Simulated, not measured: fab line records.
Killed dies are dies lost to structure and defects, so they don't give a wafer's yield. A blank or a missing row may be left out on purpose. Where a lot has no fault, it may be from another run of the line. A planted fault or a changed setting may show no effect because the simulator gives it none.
fab line records :: flow n5Finfet
record:
  lots: 11
  wafers: 32
  lastDay: 18
route steps=1938 shown BEOL_M11@1593 BEOL_M12@1623
lots that met no fault: from a run of the same line without faults
startH: start of the lot's first displayed wafer, in hours after the record's first day :: waitH: time in hours since the lot's previous step :: " the same as in the row above :: L1.1+2: several wafers, shown together as one row :: - either no value or no given start :: * or withheld: withheld :: < > ~ a bound
route shown NAME@n: names a module that has steps shown in the file, with the first one's number in the route :: usual: mean/standard deviation taken from wafers without a fault :: same: alike in all rows :: chamber/n: place in a boat :: sites: readings site by site :: _std_site: how widely they spread, as a standard deviation :: _edge_site: outer sites' mean less inner sites' :: radiusMm: how far each site lies from the wafer's centre :: mask NAME#n: copy n :: behind: the most recent tool/chamber to have shaped the wafer :: hold: why the lot went on hold/how many hours it stayed there/how the hold came to an end :: device: whichever transistor did not switch (one of n, p or np) :: end of line: tests of these same wafers at the route's end :: step lacking rows: just its recipe :: killed: count of dies lost to structure and defects at first sort (not the wafer's yield) :: map: a wafer's dies, marking killed ones x, the rest . and places with no die _
set.NAME: the setting as run; set.NAME@STEP: as run at that earlier step :: model.NAME: the simulator's own value behind a step, which no gauge read
the route's steps for a sample of lots (tables are steps, rows are wafers)
services: a tool's chamber out of use, with start hour (startH, from the record's first day; less than 0 if before it), hours out, and reason
== steps ==
step: N5_BEOL_M11_SPUTTER_48
recipe:
  material: Cu
  targetThkA: 120
  tempC: -20
  biasV: 60
  powerW: 26000
  chamberPressurePa: 0.13
  timeS: 2
usual:
  chuckGasFlowSccm: 1.27/0.052
  throttleValvePct: 30.3/1.1
lot.wafer: L743.2
tool: pvdSputter-02
chamber: -
startH: 225.41
waitH: 0.1
chuckGasFlowSccm: 1.40
throttleValvePct: 30.3

lot.wafer: L743.3
tool: pvdSputter-02
chamber: -
startH: 225.41
waitH: 0.1
chuckGasFlowSccm: 1.17
throttleValvePct: 28.1

lot.wafer: L743.4
tool: pvdSputter-02
chamber: -
startH: 225.41
waitH: 0.1
chuckGasFlowSccm: 1.22
throttleValvePct: 30.6

lot.wafer: L745.1
tool: pvdSputter-03
chamber: -
startH: 234.96
waitH: 0.2
chuckGasFlowSccm: 1.24
throttleValvePct: 30.0

lot.wafer: L745.2
tool: pvdSputter-03
chamber: -
startH: 234.96
waitH: 0.2
chuckGasFlowSccm: 1.25
throttleValvePct: 30.8

lot.wafer: L745.5
tool: pvdSputter-03
chamber: -
startH: 234.96
waitH: 0.2
chuckGasFlowSccm: 1.33
throttleValvePct: 30.6

lot.wafer: L744.1
tool: pvdSputter-03
chamber: -
startH: 237.28
waitH: 0.2
chuckGasFlowSccm: 1.27
throttleValvePct: 28.9

lot.wafer: L744.2
tool: pvdSputter-03
chamber: -
startH: 237.28
waitH: 0.2
chuckGasFlowSccm: 1.24
throttleValvePct: 29.9

lot.wafer: L744.3
tool: pvdSputter-03
chamber: -
startH: 237.28
waitH: 0.2
chuckGasFlowSccm: 1.30
throttleValvePct: 30.8

lot.wafer: L752.3
tool: pvdSputter-01
chamber: -
startH: 285.10
waitH: 0.1
chuckGasFlowSccm: 1.30
throttleValvePct: 29.7

lot.wafer: L752.5
tool: pvdSputter-01
chamber: -
startH: 285.10
waitH: 0.1
chuckGasFlowSccm: 1.24
throttleValvePct: 29.2

lot.wafer: L754.2
tool: pvdSputter-01
chamber: -
startH: 290.48
waitH: 1.2
chuckGasFlowSccm: 1.31
throttleValvePct: 29.9

lot.wafer: L754.4
tool: pvdSputter-01
chamber: -
startH: 290.48
waitH: 1.2
chuckGasFlowSccm: 1.26
throttleValvePct: 30.7

lot.wafer: L754.5
tool: pvdSputter-01
chamber: -
startH: 290.48
waitH: 1.2
chuckGasFlowSccm: 1.27
throttleValvePct: 29.9

lot.wafer: L757.1
tool: pvdSputter-01
chamber: -
startH: 323.37
waitH: 0.1
chuckGasFlowSccm: 1.26
throttleValvePct: 30.3

lot.wafer: L757.4
tool: pvdSputter-01
chamber: -
startH: 323.37
waitH: 0.1
chuckGasFlowSccm: 1.29
throttleValvePct: 29.8

lot.wafer: L757.5
tool: pvdSputter-01
chamber: -
startH: 323.37
waitH: 0.1
chuckGasFlowSccm: 1.35
throttleValvePct: 30.8

lot.wafer: L760.1
tool: pvdSputter-02
chamber: -
startH: 333.80
waitH: 0.1
chuckGasFlowSccm: 1.33
throttleValvePct: 30.1

lot.wafer: L760.4
tool: pvdSputter-02
chamber: -
startH: 333.80
waitH: 0.1
chuckGasFlowSccm: 1.25
throttleValvePct: 33.1

lot.wafer: L760.5
tool: pvdSputter-02
chamber: -
startH: 333.80
waitH: 0.1
chuckGasFlowSccm: 1.25
throttleValvePct: 28.0

lot.wafer: L761.1
tool: pvdSputter-03
chamber: -
startH: 336.29
waitH: 0.3
chuckGasFlowSccm: 1.21
throttleValvePct: 31.0

lot.wafer: L761.2
tool: pvdSputter-03
chamber: -
startH: 336.29
waitH: 0.3
chuckGasFlowSccm: 1.32
throttleValvePct: 30.2

lot.wafer: L761.3
tool: pvdSputter-03
chamber: -
startH: 336.29
waitH: 0.3
chuckGasFlowSccm: 1.30
throttleValvePct: 29.0

lot.wafer: L765.1
tool: pvdSputter-01
chamber: -
startH: 373.48
waitH: 0.1
chuckGasFlowSccm: 1.23
throttleValvePct: 30.0

lot.wafer: L765.2
tool: pvdSputter-01
chamber: -
startH: 373.48
waitH: 0.1
chuckGasFlowSccm: 1.21
throttleValvePct: 30.6

lot.wafer: L765.4
tool: pvdSputter-01
chamber: -
startH: 373.48
waitH: 0.1
chuckGasFlowSccm: 1.32
throttleValvePct: 29.8

lot.wafer: L764.2
tool: pvdSputter-02
chamber: -
startH: 375.65
waitH: 0.1
chuckGasFlowSccm: 1.33
throttleValvePct: 30.2

lot.wafer: L764.4
tool: pvdSputter-02
chamber: -
startH: 375.65
waitH: 0.1
chuckGasFlowSccm: 1.27
throttleValvePct: 30.3

lot.wafer: L764.6
tool: pvdSputter-02
chamber: -
startH: 375.65
waitH: 0.1
chuckGasFlowSccm: 1.10
throttleValvePct: 30.1

lot.wafer: L766.2
tool: pvdSputter-01
chamber: -
startH: 381.46
waitH: 0.2
chuckGasFlowSccm: 1.23
throttleValvePct: 30.8

lot.wafer: L766.4
tool: pvdSputter-01
chamber: -
startH: 381.46
waitH: 0.2
chuckGasFlowSccm: 1.27
throttleValvePct: 29.7

lot.wafer: L766.5
tool: pvdSputter-01
chamber: -
startH: 381.46
waitH: 0.2
chuckGasFlowSccm: 1.28
throttleValvePct: 29.8
step: N5_BEOL_M11_CMP_52
recipe:
  stopOn: SiCOH_lowk
  tOverpolishS: 7
  downForcePsi: 1
  platenRpm: 50
  clearingPlatenDownForcePsi: 1.5
  clearingPlatenRpm: 50
  postCmpClean: cuAlkaline
  targetThkNm: 140
  clearingPlatenPadVelocityMS: 0.99484
  padVelocityMS: 0.99484
usual:
  barrierFieldEndpointS: 28.7/0.67
  motorCurrentA: 5.9/0.39
  overpolishRunS: 7.000/0.0096
  retainingRingPressureFrac: 1.000/0.005
  timeToEndpointS: 65.7/2.6
lot.wafer: L743.3
tool: cmp-03
chamber: 1
startH: 226.21
waitH: 0.2
barrierFieldEndpointS: 29.4
motorCurrentA: 5.9
overpolishRunS: 7.009
retainingRingPressureFrac: 1.000
timeToEndpointS: 68.5

lot.wafer: L743.2
tool: cmp-03
chamber: 2
startH: 226.21
waitH: 0.2
barrierFieldEndpointS: 28.8
motorCurrentA: 6.1
overpolishRunS: 6.972
retainingRingPressureFrac: 0.995
timeToEndpointS: 69.2

lot.wafer: L743.4
tool: cmp-03
chamber: 3
startH: 226.21
waitH: 0.2
barrierFieldEndpointS: 29.2
motorCurrentA: 5.9
overpolishRunS: 6.992
retainingRingPressureFrac: 1.005
timeToEndpointS: 67.8

lot.wafer: L745.1
tool: cmp-03
chamber: 0
startH: 235.53
waitH: 0.3
barrierFieldEndpointS: 28.4
motorCurrentA: 5.1
overpolishRunS: 7.005
retainingRingPressureFrac: 1.002
timeToEndpointS: 66.2

lot.wafer: L745.2
tool: cmp-03
chamber: 2
startH: 235.53
waitH: 0.3
barrierFieldEndpointS: 29.0
motorCurrentA: 6.1
overpolishRunS: 7.005
retainingRingPressureFrac: 0.996
timeToEndpointS: 62.3

lot.wafer: L745.5
tool: cmp-03
chamber: 1
startH: 235.53
waitH: 0.3
barrierFieldEndpointS: 28.8
motorCurrentA: 5.8
overpolishRunS: 7.007
retainingRingPressureFrac: 1.000
timeToEndpointS: 65.7

lot.wafer: L744.3
tool: cmp-02
chamber: 3
startH: 237.95
waitH: 0.2
barrierFieldEndpointS: 29.4
motorCurrentA: 6.1
overpolishRunS: 6.998
retainingRingPressureFrac: 1.000
timeToEndpointS: 64.4

lot.wafer: L744.2
tool: cmp-02
chamber: 1
startH: 237.95
waitH: 0.2
barrierFieldEndpointS: 29.3
motorCurrentA: 5.5
overpolishRunS: 6.991
retainingRingPressureFrac: 1.005
timeToEndpointS: 68.2

lot.wafer: L744.1
tool: cmp-02
chamber: 2
startH: 237.95
waitH: 0.2
barrierFieldEndpointS: 28.9
motorCurrentA: 5.9
overpolishRunS: 6.998
retainingRingPressureFrac: 1.008
timeToEndpointS: 69.6

lot.wafer: L752.3
tool: cmp-01
chamber: 1
startH: 285.90
waitH: 0.2
barrierFieldEndpointS: 28.6
motorCurrentA: 6.5
overpolishRunS: 7.002
retainingRingPressureFrac: 0.999
timeToEndpointS: 70.3

lot.wafer: L752.5
tool: cmp-01
chamber: 3
startH: 285.90
waitH: 0.2
barrierFieldEndpointS: 29.7
motorCurrentA: 5.2
overpolishRunS: 7.007
retainingRingPressureFrac: 1.004
timeToEndpointS: 69.6

lot.wafer: L754.4
tool: cmp-03
chamber: 1
startH: 291.00
waitH: 0.1
barrierFieldEndpointS: 29.1
motorCurrentA: 6.1
overpolishRunS: 6.999
retainingRingPressureFrac: 1.008
timeToEndpointS: 64.1

lot.wafer: L754.2
tool: cmp-03
chamber: 2
startH: 291.00
waitH: 0.1
barrierFieldEndpointS: 28.4
motorCurrentA: 6.0
overpolishRunS: 7.008
retainingRingPressureFrac: 1.000
timeToEndpointS: 63.8

lot.wafer: L754.5
tool: cmp-03
chamber: 1
startH: 291.00
waitH: 0.1
barrierFieldEndpointS: 29.4
motorCurrentA: 6.0
overpolishRunS: 6.988
retainingRingPressureFrac: 1.004
timeToEndpointS: 66.7

lot.wafer: L757.1
tool: cmp-03
chamber: 1
startH: 324.08
waitH: 0.3
barrierFieldEndpointS: 28.2
motorCurrentA: 6.1
overpolishRunS: 6.987
retainingRingPressureFrac: 0.994
timeToEndpointS: 65.6

lot.wafer: L757.4
tool: cmp-03
chamber: 0
startH: 324.08
waitH: 0.3
barrierFieldEndpointS: 28.7
motorCurrentA: 5.3
overpolishRunS: 6.976
retainingRingPressureFrac: 1.003
timeToEndpointS: 65.9

lot.wafer: L757.5
tool: cmp-03
chamber: 1
startH: 324.08
waitH: 0.3
barrierFieldEndpointS: 29.1
motorCurrentA: 6.2
overpolishRunS: 7.004
retainingRingPressureFrac: 0.993
timeToEndpointS: 66.4

lot.wafer: L760.1
tool: cmp-02
chamber: 1
startH: 334.33
waitH: 0.3
barrierFieldEndpointS: 28.9
motorCurrentA: 5.8
overpolishRunS: 7.002
retainingRingPressureFrac: 0.997
timeToEndpointS: 68.5

lot.wafer: L760.4
tool: cmp-02
chamber: 3
startH: 334.33
waitH: 0.3
barrierFieldEndpointS: 28.6
motorCurrentA: 5.9
overpolishRunS: 6.996
retainingRingPressureFrac: 1.001
timeToEndpointS: 62.4

lot.wafer: L760.5
tool: cmp-02
chamber: 2
startH: 334.33
waitH: 0.3
barrierFieldEndpointS: 28.6
motorCurrentA: 6.1
overpolishRunS: 7.007
retainingRingPressureFrac: 1.004
timeToEndpointS: 64.1

lot.wafer: L761.3
tool: cmp-02
chamber: 1
startH: 336.81
waitH: 0.2
barrierFieldEndpointS: 28.9
motorCurrentA: 5.8
overpolishRunS: 7.015
retainingRingPressureFrac: 1.001
timeToEndpointS: 68.8

lot.wafer: L761.1
tool: cmp-02
chamber: 2
startH: 336.81
waitH: 0.2
barrierFieldEndpointS: 29.5
motorCurrentA: 5.6
overpolishRunS: 6.991
retainingRingPressureFrac: 0.999
timeToEndpointS: 66.0

lot.wafer: L761.2
tool: cmp-02
chamber: 3
startH: 336.81
waitH: 0.2
barrierFieldEndpointS: 28.9
motorCurrentA: 6.1
overpolishRunS: 7.011
retainingRingPressureFrac: 1.013
timeToEndpointS: 61.6

lot.wafer: L765.4
tool: cmp-02
chamber: 1
startH: 374.00
waitH: 0.1
barrierFieldEndpointS: 28.7
motorCurrentA: 5.4
overpolishRunS: 6.991
retainingRingPressureFrac: 0.995
timeToEndpointS: 69.5

lot.wafer: L765.2
tool: cmp-02
chamber: 3
startH: 374.00
waitH: 0.1
barrierFieldEndpointS: 27.2
motorCurrentA: 5.6
overpolishRunS: 7.005
retainingRingPressureFrac: 1.003
timeToEndpointS: 62.3

lot.wafer: L765.1
tool: cmp-02
chamber: 0
startH: 374.00
waitH: 0.1
barrierFieldEndpointS: 28.3
motorCurrentA: 6.7
overpolishRunS: 7.001
retainingRingPressureFrac: 0.996
timeToEndpointS: 65.1

lot.wafer: L764.2
tool: cmp-03
chamber: 2
startH: 376.38
waitH: 0.2
barrierFieldEndpointS: 28.4
motorCurrentA: 6.2
overpolishRunS: 7.003
retainingRingPressureFrac: 1.003
timeToEndpointS: 65.9

lot.wafer: L764.4
tool: cmp-03
chamber: 3
startH: 376.38
waitH: 0.2
barrierFieldEndpointS: 28.6
motorCurrentA: 5.7
overpolishRunS: 7.014
retainingRingPressureFrac: 1.003
timeToEndpointS: 67.1

lot.wafer: L764.6
tool: cmp-03
chamber: 1
startH: 376.38
waitH: 0.2
barrierFieldEndpointS: 28.0
motorCurrentA: 6.0
overpolishRunS: 7.003
retainingRingPressureFrac: 0.995
timeToEndpointS: 64.9

lot.wafer: L766.4
tool: cmp-02
chamber: 1
startH: 382.31
waitH: 0.2
barrierFieldEndpointS: 29.5
motorCurrentA: 5.8
overpolishRunS: 7.013
retainingRingPressureFrac: 1.002
timeToEndpointS: 64.3

lot.wafer: L766.2
tool: cmp-02
chamber: 2
startH: 382.31
waitH: 0.2
barrierFieldEndpointS: 28.1
motorCurrentA: 5.6
overpolishRunS: 6.992
retainingRingPressureFrac: 1.005
timeToEndpointS: 63.4

lot.wafer: L766.5
tool: cmp-02
chamber: 0
startH: 382.31
waitH: 0.2
barrierFieldEndpointS: 29.0
motorCurrentA: 6.4
overpolishRunS: 7.000
retainingRingPressureFrac: 1.005
timeToEndpointS: 62.7
step: N5_BEOL_M11_RS_MEAS_57
recipe:
  thkMeasGauge: four-point-probe
  reads: Cu_of_BEOL_M11_ECD_50+Co_of_BEOL_M11_CVD_75+TaN_of_BEOL_M11_ALD_74
usual:
  M11_RS: 0.1500/0.0026
lot.wafer: L743.2
tool: filmMetro-01
chamber: -
startH: 226.59
waitH: 0.1
M11_RS[ohm/sq]: 0.1540

lot.wafer: L743.3
tool: filmMetro-01
chamber: -
startH: 226.59
waitH: 0.1
M11_RS[ohm/sq]: 0.1528

lot.wafer: L743.4
tool: filmMetro-01
chamber: -
startH: 226.59
waitH: 0.1
M11_RS[ohm/sq]: 0.1484

lot.wafer: L745.1
tool: filmMetro-01
chamber: -
startH: 235.95
waitH: 0.0
M11_RS[ohm/sq]: 0.1513

lot.wafer: L745.2
tool: filmMetro-01
chamber: -
startH: 235.95
waitH: 0.0
M11_RS[ohm/sq]: 0.1538

lot.wafer: L745.5
tool: filmMetro-01
chamber: -
startH: 235.95
waitH: 0.0
M11_RS[ohm/sq]: 0.1562

lot.wafer: L744.1
tool: filmMetro-01
chamber: -
startH: 238.37
waitH: 0.0
M11_RS[ohm/sq]: 0.1480

lot.wafer: L744.2
tool: filmMetro-01
chamber: -
startH: 238.37
waitH: 0.0
M11_RS[ohm/sq]: 0.1502

lot.wafer: L744.3
tool: filmMetro-01
chamber: -
startH: 238.37
waitH: 0.0
M11_RS[ohm/sq]: 0.1515

lot.wafer: L752.3
tool: filmMetro-01
chamber: -
startH: 286.25
waitH: 0.0
M11_RS[ohm/sq]: 0.1504

lot.wafer: L752.5
tool: filmMetro-01
chamber: -
startH: 286.25
waitH: 0.0
M11_RS[ohm/sq]: 0.1477

lot.wafer: L754.2
tool: filmMetro-01
chamber: -
startH: 291.42
waitH: 0.0
M11_RS[ohm/sq]: 0.1441

lot.wafer: L754.4
tool: filmMetro-01
chamber: -
startH: 291.42
waitH: 0.0
M11_RS[ohm/sq]: 0.1527

lot.wafer: L754.5
tool: filmMetro-01
chamber: -
startH: 291.42
waitH: 0.0
M11_RS[ohm/sq]: 0.1506

lot.wafer: L757.1
tool: filmMetro-01
chamber: -
startH: 324.50
waitH: 0.0
M11_RS[ohm/sq]: 0.1441

lot.wafer: L757.4
tool: filmMetro-01
chamber: -
startH: 324.50
waitH: 0.0
M11_RS[ohm/sq]: 0.1520

lot.wafer: L757.5
tool: filmMetro-01
chamber: -
startH: 324.50
waitH: 0.0
M11_RS[ohm/sq]: 0.1506

lot.wafer: L760.1
tool: filmMetro-01
chamber: -
startH: 334.75
waitH: 0.0
M11_RS[ohm/sq]: 0.1507

lot.wafer: L760.4
tool: filmMetro-01
chamber: -
startH: 334.75
waitH: 0.0
M11_RS[ohm/sq]: 0.1518

lot.wafer: L760.5
tool: filmMetro-01
chamber: -
startH: 334.75
waitH: 0.0
M11_RS[ohm/sq]: 0.1518

lot.wafer: L761.1
tool: filmMetro-02
chamber: -
startH: 337.24
waitH: 0.1
M11_RS[ohm/sq]: 0.1505

lot.wafer: L761.2
tool: filmMetro-02
chamber: -
startH: 337.24
waitH: 0.1
M11_RS[ohm/sq]: 0.1519

lot.wafer: L761.3
tool: filmMetro-02
chamber: -
startH: 337.24
waitH: 0.1
M11_RS[ohm/sq]: 0.1522

lot.wafer: L765.1
tool: filmMetro-01
chamber: -
startH: 374.42
waitH: 0.0
M11_RS[ohm/sq]: 0.1507

lot.wafer: L765.2
tool: filmMetro-01
chamber: -
startH: 374.42
waitH: 0.0
M11_RS[ohm/sq]: 0.1546

lot.wafer: L765.4
tool: filmMetro-01
chamber: -
startH: 374.42
waitH: 0.0
M11_RS[ohm/sq]: 0.1517

lot.wafer: L764.2
tool: filmMetro-02
chamber: -
startH: 376.76
waitH: 0.0
M11_RS[ohm/sq]: 0.1530

lot.wafer: L764.4
tool: filmMetro-02
chamber: -
startH: 376.76
waitH: 0.0
M11_RS[ohm/sq]: 0.1515

lot.wafer: L764.6
tool: filmMetro-02
chamber: -
startH: 376.76
waitH: 0.0
M11_RS[ohm/sq]: 0.1494

lot.wafer: L766.2
tool: filmMetro-02
chamber: -
startH: 382.66
waitH: 0.0
M11_RS[ohm/sq]: 0.1505

lot.wafer: L766.4
tool: filmMetro-02
chamber: -
startH: 382.66
waitH: 0.0
M11_RS[ohm/sq]: 0.1513

lot.wafer: L766.5
tool: filmMetro-02
chamber: -
startH: 382.66
waitH: 0.0
M11_RS[ohm/sq]: 0.1513
step: N5_BEOL_M12_COAT_65
recipe:
  resist: SOC
  tempC: 250
  timeS: 60
  spinRpm: 1500
  resistThkNm: 300
usual:
  spinSpeedRpm: 1500.1/0.96
lot.wafer: L743.2
tool: lithoTrack-05
chamber: 0
startH: 227.75
waitH: 0.0
spinSpeedRpm: 1500.6

lot.wafer: L743.3
tool: lithoTrack-05
chamber: 0
startH: 227.75
waitH: 0.0
spinSpeedRpm: 1500.2

lot.wafer: L743.4
tool: lithoTrack-05
chamber: 0
startH: 227.75
waitH: 0.0
spinSpeedRpm: 1500.6

lot.wafer: L745.1
tool: lithoTrack-02
chamber: 0
startH: 237.06
waitH: 0.0
spinSpeedRpm: 1500.4

lot.wafer: L745.2
tool: lithoTrack-02
chamber: 0
startH: 237.06
waitH: 0.0
spinSpeedRpm: 1499.5

lot.wafer: L745.5
tool: lithoTrack-02
chamber: 0
startH: 237.06
waitH: 0.0
spinSpeedRpm: 1500.9

lot.wafer: L744.1
tool: lithoTrack-05
chamber: 0
startH: 239.64
waitH: 0.0
spinSpeedRpm: 1501.0

lot.wafer: L744.2
tool: lithoTrack-05
chamber: 0
startH: 239.64
waitH: 0.0
spinSpeedRpm: 1501.1

lot.wafer: L744.3
tool: lithoTrack-05
chamber: 0
startH: 239.64
waitH: 0.0
spinSpeedRpm: 1499.2

lot.wafer: L752.3
tool: lithoTrack-05
chamber: 0
startH: 287.37
waitH: 0.0
spinSpeedRpm: 1456.2

lot.wafer: L752.5
tool: lithoTrack-05
chamber: 0
startH: 287.37
waitH: 0.0
spinSpeedRpm: 1455.6

lot.wafer: L754.2
tool: lithoTrack-05
chamber: 0
startH: 292.68
waitH: 0.0
spinSpeedRpm: 1455.2

lot.wafer: L754.4
tool: lithoTrack-05
chamber: 0
startH: 292.68
waitH: 0.0
spinSpeedRpm: 1456.4

lot.wafer: L754.5
tool: lithoTrack-05
chamber: 0
startH: 292.68
waitH: 0.0
spinSpeedRpm: 1456.7

lot.wafer: L757.1
tool: lithoTrack-01
chamber: 0
startH: 325.85
waitH: 0.0
spinSpeedRpm: 1497.6

lot.wafer: L757.4
tool: lithoTrack-01
chamber: 0
startH: 325.85
waitH: 0.0
spinSpeedRpm: 1500.8

lot.wafer: L757.5
tool: lithoTrack-01
chamber: 0
startH: 325.85
waitH: 0.0
spinSpeedRpm: 1500.4

lot.wafer: L760.1
tool: lithoTrack-01
chamber: 0
startH: 335.86
waitH: 0.0
spinSpeedRpm: 1500.7

lot.wafer: L760.4
tool: lithoTrack-01
chamber: 0
startH: 335.86
waitH: 0.0
spinSpeedRpm: 1501.0

lot.wafer: L760.5
tool: lithoTrack-01
chamber: 0
startH: 335.86
waitH: 0.0
spinSpeedRpm: 1501.8

lot.wafer: L761.1
tool: lithoTrack-01
chamber: 0
startH: 338.55
waitH: 0.0
spinSpeedRpm: 1501.8

lot.wafer: L761.2
tool: lithoTrack-01
chamber: 0
startH: 338.55
waitH: 0.0
spinSpeedRpm: 1499.7

lot.wafer: L761.3
tool: lithoTrack-01
chamber: 0
startH: 338.55
waitH: 0.0
spinSpeedRpm: 1501.0

lot.wafer: L765.1
tool: lithoTrack-02
chamber: 0
startH: 375.66
waitH: 0.0
spinSpeedRpm: 1498.8

lot.wafer: L765.2
tool: lithoTrack-02
chamber: 0
startH: 375.66
waitH: 0.0
spinSpeedRpm: 1500.2

lot.wafer: L765.4
tool: lithoTrack-02
chamber: 0
startH: 375.66
waitH: 0.0
spinSpeedRpm: 1499.9

lot.wafer: L764.2
tool: lithoTrack-01
chamber: 0
startH: 377.87
waitH: 0.0
spinSpeedRpm: 1499.5

lot.wafer: L764.4
tool: lithoTrack-01
chamber: 0
startH: 377.87
waitH: 0.0
spinSpeedRpm: 1500.0

lot.wafer: L764.6
tool: lithoTrack-01
chamber: 0
startH: 377.87
waitH: 0.0
spinSpeedRpm: 1498.6

lot.wafer: L766.2
tool: lithoTrack-02
chamber: 0
startH: 384.25
waitH: 0.0
spinSpeedRpm: 1500.8

lot.wafer: L766.4
tool: lithoTrack-02
chamber: 0
startH: 384.25
waitH: 0.0
spinSpeedRpm: 1498.7

lot.wafer: L766.5
tool: lithoTrack-02
chamber: 0
startH: 384.25
waitH: 0.0
spinSpeedRpm: 1499.2
== services ==
tool: cmp-02
chamber: -
startH: 215.18
hours: 2.3
kind: repair

tool: cmp-03
chamber: -
startH: 220.46
hours: 0.3
kind: repair

tool: cmp-03
chamber: -
startH: 226.68
hours: 4.0
kind: pm

tool: cmp-01
chamber: -
startH: 230.12
hours: 0.3
kind: repair

tool: cmp-03
chamber: -
startH: 230.68
hours: -
kind: consumableReplace:conditioner

tool: cmp-03
chamber: -
startH: 230.68
hours: -
kind: consumableReplace:pad

tool: cmp-03
chamber: -
startH: 240.87
hours: 2.0
kind: repair

tool: lithoTrack-01
chamber: -
startH: 262.57
hours: -
kind: consumableReplace:filter

tool: lithoTrack-02
chamber: -
startH: 268.85
hours: -
kind: consumableReplace:filter

tool: cmp-01
chamber: -
startH: 277.20
hours: 1.9
kind: repair

tool: cmp-02
chamber: -
startH: 288.98
hours: 0.9
kind: repair

tool: cmp-01
chamber: -
startH: 292.69
hours: 1.4
kind: repair

tool: cmp-01
chamber: -
startH: 298.24
hours: 4.0
kind: pm

tool: cmp-01
chamber: -
startH: 302.24
hours: -
kind: consumableReplace:conditioner

tool: cmp-01
chamber: -
startH: 302.24
hours: -
kind: consumableReplace:pad

tool: lithoTrack-05
chamber: -
startH: 303.09
hours: -
kind: consumableReplace:filter

tool: cmp-03
chamber: -
startH: 304.46
hours: 4.4
kind: repair

tool: cmp-01
chamber: -
startH: 314.04
hours: 0.4
kind: repair

tool: pvdSputter-02
chamber: -
startH: 335.43
hours: 2.0
kind: repair

tool: cmp-02
chamber: -
startH: 341.88
hours: 5.1
kind: pm

tool: cmp-01
chamber: -
startH: 347.00
hours: 11.2
kind: pm

tool: cmp-02
chamber: -
startH: 365.98
hours: 6.9
kind: pm

tool: cmp-03
chamber: -
startH: 381.15
hours: 11.6
kind: pm
== key ==
firstSign:
  step: N5_BEOL_M12_COAT_65
  reading: spinSpeedRpm
  direction: down
  sigmas: 46
  usual: *
  struck: *
effect none on later readings
metAt N5_BEOL_M12_COAT_65
struckLots L752,L754
notActingAt N5_BEOL_M11_SPUTTER_48,N5_BEOL_M11_CMP_52,N5_BEOL_M11_RS_MEAS_57
onsetBetween 239.64 287.37
fault:
  kind: processParameterDrift
  tool: lithoTrack-05
  chamber: -
  onsetH: 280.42
  steps: N5_BEOL_M12_COAT_65
  channel: spinRpm
  offset: *
  shape: step
  endH: 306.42
  actsIn: *
  stated: *
